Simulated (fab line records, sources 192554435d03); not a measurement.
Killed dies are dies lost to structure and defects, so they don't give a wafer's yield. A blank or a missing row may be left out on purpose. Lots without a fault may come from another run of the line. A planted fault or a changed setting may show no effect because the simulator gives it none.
Chamber matching | flow n5_finfet | N5_BEOL_M10_CMP_52 on cmp-01: 4 sister chambers
The step polishes, stops on SiCOH lowk, t overpolish 7 s, target thk 140 nm. 4 wafers are shown with their chamber, then 8 later ones without.

WAFERS WITH THEIR CHAMBER
wafer  | chamber | motor_current_A (A)
L081.4 | 0       | 6.2
L086.3 | 2       | 6.0
L086.6 | 1       | 5.9
L089.1 | 3       | 5.2

WAFERS WITHOUT THEIR CHAMBER
wafer  | motor_current_A (A)
L089.5 | 6.2
L089.6 | 5.6
L088.1 | 5.3
L088.4 | 5.7
L088.6 | 5.5
L094.1 | 6.1
L094.5 | 5.6
L094.6 | 6.0

WHICH CHAMBER EACH WENT THROUGH
wafer  | from the rows above               | in truth
L089.5 | can't be placed: 0 or 2 or 1      | 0
L089.6 | can't be placed: 1 or 3 or 2 or 0 | 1
L088.1 | 3                                 | 3
L088.4 | can't be placed: 1 or 2 or 0 or 3 | 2
L088.6 | can't be placed: 3 or 1 or 2 or 0 | 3
L094.1 | can't be placed: 2 or 0 or 1      | 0
L094.5 | can't be placed: 1 or 3 or 2 or 0 | 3
L094.6 | can't be placed: 2 or 1 or 0      | 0
Placed correctly: 1 of 8. Can't be placed from these rows: 7 (the true chamber is among the candidates in 7). Placed wrongly: 0.
How it was worked out, from the rows above alone: a wafer's distance from a chamber is the root of the sum, over the readings, of the square of ((its reading less the chamber's mean) divided by the reading's scatter). The wafer belongs to the nearest chamber; if the next one is less than 2 further off, it can't be placed. A chamber's mean is the mean of its shown wafers. The scatter: with one shown wafer a chamber, the root of the mean of the squares of how far each hidden wafer lies from its nearest shown one.
